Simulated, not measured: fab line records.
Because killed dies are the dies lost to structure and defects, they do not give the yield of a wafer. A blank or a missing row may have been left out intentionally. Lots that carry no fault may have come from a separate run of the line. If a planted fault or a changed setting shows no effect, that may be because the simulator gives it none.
Which tool was responsible? + flow n5-finfet + 33 wafers from 11 lots sampled at 5 of the route's 1938 steps

== WHAT THE GAUGES READ, wafer by wafer ==
N5_BEOL_M15_THK_MEAS_50: measures by xrf. Usual: M15_THK gives 838 nm (standard deviation 19).
| lot  | measured     | on            | M15_THK (nm) | flag |
|------|--------------|---------------|--------------|------|
| L129 | day 13 09:39 | film-metro-01 | 825 842 816  |      |
| L128 | day 13 15:50 | film-metro-02 | 833 840 821  |      |
| L131 | day 13 22:15 | film-metro-02 | 859 851 837  |      |
| L130 | day 14 06:24 | film-metro-01 | 853 868 845  |      |
| L134 | day 14 07:40 | film-metro-02 | 860 857 865  |      |
| L133 | day 14 11:44 | film-metro-01 | 848 862 861  |      |
| L136 | day 15 21:36 | film-metro-01 | 847 836 817  |      |
| L137 | day 16 01:58 | film-metro-01 | 832 845 822  |      |
| L138 | day 16 10:37 | film-metro-01 | 801 824 831  |      |
| L149 | day 18 21:14 | film-metro-02 | 833 830 884  |      |
| L151 | day 19 03:52 | film-metro-02 | 852 849 848  |      |

N5_PASSIVATION_CD_MEAS_44: the cd target is 40000 nm. Usual: cd-nm 40001 nm, standard deviation 3.6.
| lot  | measured     | on        | cd-nm (nm)        | flag |
|------|--------------|-----------|-------------------|------|
| L129 | day 13 20:25 | cd-sem-01 | 40004 40002 39996 |      |
| L128 | day 14 01:43 | cd-sem-01 | 40005 40002 40007 |      |
| L131 | day 14 08:13 | cd-sem-01 | 40004 40006 40004 |      |
| L130 | day 14 22:40 | cd-sem-03 | 39998 39996 39998 |      |
| L134 | day 14 22:17 | cd-sem-02 | 39997 40001 39995 |      |
| L133 | day 15 14:16 | cd-sem-02 | 40008 40007 40006 |      |
| L136 | day 16 08:15 | cd-sem-01 | 40009 40001 39998 |      |
| L137 | day 16 12:34 | cd-sem-02 | 39994 39998 40002 |      |
| L138 | day 17 02:28 | cd-sem-02 | 40048 39999 40002 | OFF  |
| L149 | day 19 08:32 | cd-sem-01 | 40001 39997 40003 |      |
| L151 | day 19 13:33 | cd-sem-02 | 40000 39997 40000 |      |

== WHAT TOOL EACH LOT RAN ON (gives the tool, then ch and the chambers of the sampled wafers, and finally the start) ==
| lot  | N5_PASSIVATION_PECVD_00         | N5_MIM_BOT_SPUTTER_00        | N5_PASSIVATION_EXPOSE_41          |
|------|---------------------------------|------------------------------|-----------------------------------|
| L129 | pecvd-03 ch 0,1,2, day 13 10:47 | pvd-sputter-02, day 13 12:02 | krf-scanner-01 ch 0, day 13 20:14 |
| L128 | pecvd-03 ch 0,1,2, day 13 17:01 | pvd-sputter-02, day 13 17:44 | krf-scanner-02 ch 0, day 14 01:33 |
| L131 | pecvd-03 ch 1, day 13 23:24     | pvd-sputter-03, day 13 23:50 | krf-scanner-02 ch 0, day 14 08:02 |
| L130 | pecvd-02 ch 0,1,2, day 14 07:33 | pvd-sputter-03, day 14 09:03 | krf-scanner-01 ch 0, day 14 22:29 |
| L134 | pecvd-02 ch 1,2, day 14 09:01   | pvd-sputter-03, day 14 09:57 | krf-scanner-01 ch 0, day 14 22:07 |
| L133 | pecvd-02 ch 1,2, day 14 12:53   | pvd-sputter-01, day 14 13:27 | krf-scanner-02 ch 0, day 15 14:05 |
| L136 | pecvd-01 ch 0,1, day 15 22:44   | pvd-sputter-03, day 16 00:13 | krf-scanner-02 ch 0, day 16 08:05 |
| L137 | pecvd-03 ch 0,2, day 16 03:07   | pvd-sputter-02, day 16 03:53 | krf-scanner-01 ch 0, day 16 12:23 |
| L138 | pecvd-03 ch 1,2, day 16 11:45   | pvd-sputter-02, day 16 13:35 | krf-scanner-02 ch 0, day 17 02:17 |
| L149 | pecvd-01 ch 0,1,2, day 18 22:22 | pvd-sputter-01, day 18 22:56 | krf-scanner-01 ch 0, day 19 08:22 |
| L151 | pecvd-02 ch 0,1, day 19 05:01   | pvd-sputter-03, day 19 05:28 | krf-scanner-01 ch 0, day 19 13:23 |
- N5_PASSIVATION_PECVD_00: deposits SiO2 from SiH4/N2O, target thk 200 nm, time 11.2 s.
- N5_MIM_BOT_SPUTTER_00: material TiN, target thk 35 nm, time 89.7 s.
- N5_PASSIVATION_EXPOSE_41: exposes mask PASS OPEN, defocus 0 nm, target cd 40000 nm.

== AS READ BY THE TOOLS THEMSELVES (means over the sampled wafers that have a number; for cases with no such wafer, the mark the record gives instead) ==
N5_PASSIVATION_PECVD_00. Usual: heater-power-w 647 W, standard deviation 83; showerhead-plenum-p-Torr 8.16 Torr, standard deviation 0.083; throttle-valve-pct 52.3 %, standard deviation 2.1.
| lot  | tool     | heater-power-w (W) | showerhead-plenum-p-Torr (Torr) | throttle-valve-pct (%) | flag |
|------|----------|--------------------|---------------------------------|------------------------|------|
| L129 | pecvd-03 | 614                | 8.16                            | 51.6                   |      |
| L128 | pecvd-03 | 600                | 8.16                            | 51.5                   |      |
| L131 | pecvd-03 | 639                | 8.17                            | 52.0                   |      |
| L130 | pecvd-02 | 607                | 8.09                            | 53.5                   |      |
| L134 | pecvd-02 | 643                | 8.15                            | 54.2                   |      |
| L133 | pecvd-02 | 616                | 8.16                            | 54.1                   |      |
| L136 | pecvd-01 | 715                | 8.24                            | 53.1                   |      |
| L137 | pecvd-03 | 613                | 8.13                            | 51.2                   |      |
| L138 | pecvd-03 | 689                | 8.16                            | 51.5                   |      |
| L149 | pecvd-01 | 741                | 8.26                            | 51.9                   |      |
| L151 | pecvd-02 | 665                | 8.12                            | 55.1                   |      |

N5_MIM_BOT_SPUTTER_00. Usual: throttle-valve-pct 30.1 %, standard deviation 0.98.
| lot  | tool           | throttle-valve-pct (%) | flag |
|------|----------------|------------------------|------|
| L129 | pvd-sputter-02 | 30.4                   |      |
| L128 | pvd-sputter-02 | 30.7                   |      |
| L131 | pvd-sputter-03 | 30.6                   |      |
| L130 | pvd-sputter-03 | 31.1                   |      |
| L134 | pvd-sputter-03 | 31.4                   |      |
| L133 | pvd-sputter-01 | 30.2                   |      |
| L136 | pvd-sputter-03 | 31.1                   |      |
| L137 | pvd-sputter-02 | 30.6                   |      |
| L138 | pvd-sputter-02 | 30.4                   |      |
| L149 | pvd-sputter-01 | 29.4                   |      |
| L151 | pvd-sputter-03 | 30.4                   |      |

N5_PASSIVATION_EXPOSE_41. Usual: focus-offset-nm -0.1 nm, standard deviation 0.57.
| lot  | tool           | focus-offset-nm (nm) | flag |
|------|----------------|----------------------|------|
| L129 | krf-scanner-01 | -0.8                 |      |
| L128 | krf-scanner-02 | -0.7                 |      |
| L131 | krf-scanner-02 | -0.2                 |      |
| L130 | krf-scanner-01 | 0.4                  |      |
| L134 | krf-scanner-01 | 0.1                  |      |
| L133 | krf-scanner-02 | -0.5                 |      |
| L136 | krf-scanner-02 | -0.0                 |      |
| L137 | krf-scanner-01 | -0.2                 |      |
| L138 | krf-scanner-02 | -0.0                 |      |
| L149 | krf-scanner-01 | -0.6                 |      |
| L151 | krf-scanner-01 | -0.3                 |      |

== THE ANSWER, worked out from the rows above alone ==
Rule: lot off if the mean of its wafers having a number is beyond 3 standard deviations from the usual mean. Also off: a lot with no number at a reading for which 4 or more lots have one. Where the step has rows for the other lots, those lots are counted as sound. Order of review: gauges by route order, followed by the tools' own readings, for which a lot's mean as printed above is used. The first step at which some lot is off is used, and at that step the reading that is off furthest; a lot without a number counts as furthest.
Off, at N5_PASSIVATION_CD_MEAS_44 on cd-nm: L138.
A tool fits if, at a process step before that reading, it ran every lot that is off, and no sound lot after the first of them. Gauges at N5_PASSIVATION_CD_MEAS_44: tried the same way as those tools. Can't be told from this: 3 tools fit, pecvd-03 at N5_PASSIVATION_PECVD_00, pvd-sputter-02 at N5_MIM_BOT_SPUTTER_00, krf-scanner-02 at N5_PASSIVATION_EXPOSE_41.

== WHAT THE SIMULATOR HAD PUT IN ==
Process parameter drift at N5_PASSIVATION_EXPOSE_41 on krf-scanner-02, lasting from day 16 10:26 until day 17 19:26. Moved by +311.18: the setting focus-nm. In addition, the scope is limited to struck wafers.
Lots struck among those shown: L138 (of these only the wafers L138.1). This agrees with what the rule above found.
